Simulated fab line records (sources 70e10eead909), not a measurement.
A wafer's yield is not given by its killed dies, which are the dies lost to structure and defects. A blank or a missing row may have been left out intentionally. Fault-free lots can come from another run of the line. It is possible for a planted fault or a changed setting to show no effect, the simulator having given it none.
Which tool is to blame? -- flow nandHarc -- Sampling: 12 lots, 36 wafers, 4 of 1302 route steps

== WHAT THE GAUGES READ, wafer by wafer ==
NHARC_P_M0_OVL_MEAS_10: pitch 180 nm.
lot,measured,on,overlayXNm (nm)
L074,day 6 06:36,overlay-01,0.3 0.4 0.2
L077,day 7 16:26,overlay-02,-0.3 -0.7 -0.8
L079,day 7 23:07,overlay-01,-2.2 -1.6 -2.0
L081,day 8 23:31,overlay-01,0.0 0.7 -0.2
L083,day 9 17:05,overlay-01,0.4 0.2 0.0
L085,day 10 12:31,overlay-01,-1.0 -1.0 -1.5
L087,day 11 17:43,overlay-01,1.0 0.8 0.2
L088,day 12 07:17,overlay-02,-1.6 -1.5 -2.0
L091,day 12 22:54,overlay-01,-1.3 -1.3 -1.1
L093,day 14 04:29,overlay-02,0.1 -0.4 -0.5
L095,day 14 15:33,overlay-01,-0.7 -0.6 -0.5
L097,day 15 13:12,overlay-02,-0.8 -0.7 -0.1

== WHAT TOOL EACH LOT RAN ON (gives the tool, then ch and the chambers of the sampled wafers, and finally the start) ==
lot,NHARC_P_GATE_STRIP_113,NHARC_P_GATE_RTA_64,NHARC_P_CONTACT_PVD_32
L074,"plasmaAsher-01 ch 0,1, day 5 22:31","rtpAnneal-02 ch 0, day 5 23:37","pvdSputter-03, day 6 06:36 or earlier"
L077,"plasmaAsher-01 ch 0,1, day 7 08:29","rtpAnneal-02 ch 0, day 7 09:28","pvdSputter-02, day 7 16:26 or earlier"
L079,"plasmaAsher-01 ch 0,1, day 7 14:55","rtpAnneal-01 ch 0, day 7 16:04","pvdSputter-01, day 7 23:07 or earlier"
L081,"plasmaAsher-01 ch 0,1, day 8 15:20","rtpAnneal-02 ch 0, day 8 16:31","pvdSputter-03, day 8 23:31 or earlier"
L083,"plasmaAsher-01 ch 0,1, day 9 08:48","rtpAnneal-01 ch 0, day 9 09:59","pvdSputter-03, day 9 17:05 or earlier"
L085,"plasmaAsher-02 ch 0,1, day 10 04:20","rtpAnneal-01 ch 0, day 10 05:29","pvdSputter-01, day 10 12:31 or earlier"
L087,"plasmaAsher-01 ch 0,1, day 11 08:47","rtpAnneal-01 ch 0, day 11 10:05","pvdSputter-03, day 11 17:43 or earlier"
L088,"plasmaAsher-02 ch 0,1, day 11 22:58","rtpAnneal-01 ch 0, day 12 00:15","pvdSputter-01, day 12 07:17 or earlier"
L091,"plasmaAsher-02 ch 0,1, day 12 14:51","rtpAnneal-02 ch 0, day 12 15:58","pvdSputter-03, day 12 22:54 or earlier"
L093,"plasmaAsher-01 ch 0,1, day 13 20:29","rtpAnneal-01 ch 0, day 13 21:30","pvdSputter-01, day 14 02:10"
L095,"plasmaAsher-02 ch 0,1, day 14 07:04","rtpAnneal-01 ch 0, day 14 08:21","pvdSputter-03, day 14 15:33 or earlier"
L097,"plasmaAsher-02 ch 0,1, day 15 04:38","rtpAnneal-02 ch 0, day 15 05:58","pvdSputter-03, day 15 13:12 or earlier"
- NHARC_P_GATE_STRIP_113: strips in N2/H2, time 740 s.
- NHARC_P_GATE_RTA_64: time 1 s.
- NHARC_P_CONTACT_PVD_32: deposits Ti, target thk 5 nm, time 17.7 s.

== THE ANSWER, worked out from the rows above alone ==
Rule: the usual values come from the lots themselves. The widest of any qualifying gaps counts: lots, ordered by their means at a reading, are off when they make up no more than a third of the lots, leave a main group of 4 or more, and stand apart from it by 3 or more times the standard deviation of that group's means. Not used: any main group whose means are identical at the precision the tables above print for the reading. Also off: a lot with no number at a reading for which 4 or more lots have one. The other lots that the step has rows for count as sound.
Across all readings shown, no lot is off: no conclusion can be drawn from this.

== WHAT THE SIMULATOR HAD INSERTED ==
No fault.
